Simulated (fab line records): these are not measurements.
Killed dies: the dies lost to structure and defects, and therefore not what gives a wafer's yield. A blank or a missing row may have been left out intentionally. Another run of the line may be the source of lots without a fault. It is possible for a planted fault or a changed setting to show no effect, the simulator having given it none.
Split-lot experiment / flow n5Finfet / on a route of 1938 steps: 7 lots, 21 wafers read

ON THE SPLIT
At N5_BEOL_M11_ETCH_62 (etches SOC in N2/H2, target depth 110 nm, overetch 22 nm, time 165 s), the setting biasW was moved away from the recipe's 150 W on 6 of the 21 wafers read, by -16.9% to +10.7%. This setting was run at the recipe's value on the other wafers.

The split's own step is where the reading is taken.

THE READING
rfVppV, in V, at N5_BEOL_M11_ETCH_62 (etches SOC in N2/H2, target depth 110 nm, overetch 22 nm, time 165 s). On this fab line, fault-free wafers typically give 523.4 V with a standard deviation of 2.3 V.

wafer=L077.1; tool, chamber at the split=rieDiel-03, 1; biasW as run, W=150; against the recipe=recipe; rfVppV, V=527.0; against lot-mates on the recipe=-
wafer=L077.3; tool, chamber at the split=rieDiel-03, 2; biasW as run, W=124.7; against the recipe=-16.9%; rfVppV, V=465.8; against lot-mates on the recipe=-60.1
wafer=L077.4; tool, chamber at the split=rieDiel-03, 1; biasW as run, W=150; against the recipe=recipe; rfVppV, V=524.8; against lot-mates on the recipe=-
wafer=L081.3; tool, chamber at the split=rieDiel-04, 3; biasW as run, W=150; against the recipe=recipe; rfVppV, V=524.3; against lot-mates on the recipe=-
wafer=L081.5; tool, chamber at the split=rieDiel-04, 0; biasW as run, W=142.1; against the recipe=-5.3%; rfVppV, V=500.5; against lot-mates on the recipe=-23.8
wafer=L081.6; tool, chamber at the split=rieDiel-04, 1; biasW as run, W=142.1; against the recipe=-5.3%; rfVppV, V=503.9; against lot-mates on the recipe=-20.4
wafer=L088.1; tool, chamber at the split=rieDiel-03, 1; biasW as run, W=150; against the recipe=recipe; rfVppV, V=525.2; against lot-mates on the recipe=-
wafer=L088.3; tool, chamber at the split=rieDiel-03, 3; biasW as run, W=150; against the recipe=recipe; rfVppV, V=525.1; against lot-mates on the recipe=-
wafer=L088.5; tool, chamber at the split=rieDiel-03, 1; biasW as run, W=150; against the recipe=recipe; rfVppV, V=525.3; against lot-mates on the recipe=-
wafer=L090.1; tool, chamber at the split=rieDiel-02, 1; biasW as run, W=150; against the recipe=recipe; rfVppV, V=525.6; against lot-mates on the recipe=-
wafer=L090.4; tool, chamber at the split=rieDiel-02, 3; biasW as run, W=150; against the recipe=recipe; rfVppV, V=521.8; against lot-mates on the recipe=-
wafer=L090.5; tool, chamber at the split=rieDiel-02, 0; biasW as run, W=150; against the recipe=recipe; rfVppV, V=526.4; against lot-mates on the recipe=-
wafer=L091.3; tool, chamber at the split=rieDiel-03, 1; biasW as run, W=150; against the recipe=recipe; rfVppV, V=526.5; against lot-mates on the recipe=-
wafer=L091.4; tool, chamber at the split=rieDiel-03, 0; biasW as run, W=150; against the recipe=recipe; rfVppV, V=522.2; against lot-mates on the recipe=-
wafer=L091.6; tool, chamber at the split=rieDiel-03, 1; biasW as run, W=130.6; against the recipe=-12.9%; rfVppV, V=480.7; against lot-mates on the recipe=-43.7
wafer=L095.3; tool, chamber at the split=rieDiel-02, 3; biasW as run, W=150; against the recipe=recipe; rfVppV, V=521.2; against lot-mates on the recipe=-
wafer=L095.4; tool, chamber at the split=rieDiel-02, 1; biasW as run, W=126.8; against the recipe=-15.5%; rfVppV, V=471.4; against lot-mates on the recipe=-51.9
wafer=L095.6; tool, chamber at the split=rieDiel-02, 1; biasW as run, W=150; against the recipe=recipe; rfVppV, V=525.3; against lot-mates on the recipe=-
wafer=L096.1; tool, chamber at the split=rieDiel-03, 2; biasW as run, W=150; against the recipe=recipe; rfVppV, V=522.3; against lot-mates on the recipe=-
wafer=L096.4; tool, chamber at the split=rieDiel-03, 0; biasW as run, W=166; against the recipe=+10.7%; rfVppV, V=558.3; against lot-mates on the recipe=+35.3
wafer=L096.5; tool, chamber at the split=rieDiel-03, 3; biasW as run, W=150; against the recipe=recipe; rfVppV, V=523.7; against lot-mates on the recipe=-

THE FIT
A straight line over all 21 wafers: rfVppV changes by +3.42 V for each +1% of biasW; r = +1.00; the points scatter about the line by 2.2 V.
The same after taking each lot's own level away (the mean of its wafers on the recipe; 21 wafers): +3.45 V for each +1%; r = +1.00; scatter 2 V.
The reading moves by 58 V for the largest change in biasW, on that fit.
The span of the lots' own levels, 523.00 to 525.90 V, comes to 1.3 times the standard deviation stated above.
So the lot-to-lot level changes the slope little: the two slopes agree.
Check: for one of the wafers moved furthest among these (-16.9%), held out of the fit, the line's prediction against its lot-mates is -58 V. Against them it came out at -60.1 V.
Tool readings at the split's step, against how far the setting was moved: rfVppV r = +1.00.

THESE WAFERS: OTHER SPLITS
Before the reading, these wafers also passed through other splits. Each is held against what the fit with the lots' levels taken away leaves over:
other split on the same wafers=N5_BEOL_M10_TRENCH_ETCH_37 timeS; wafers away from the commonest value=4; r with rfVppV (lot level and that fit taken away)=-0.28

THE WHOLE CHAIN: every reading that the file lists as answering this split, in the file's order
step=N5_BEOL_M11_ETCH_62; what it does=etches SOC in N2/H2, target depth 110 nm, overetch 22 nm, time 165 s; reading=rfVppV; change (the file's fit)=+3.45 V for each +1% of the setting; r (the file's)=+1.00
step=N5_BEOL_M11_ETCH_62; what it does=etches SOC in N2/H2, target depth 110 nm, overetch 22 nm, time 165 s; reading=SiARC_of_BEOL_M11_COAT_60.thkNm (the simulator's own value, which no gauge read); change (the file's fit)=-0.0888 nm for each +1% of the setting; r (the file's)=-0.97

FILE'S OWN FIT
rfVppV changes by +3.45 V for each +1% of biasW, r = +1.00.
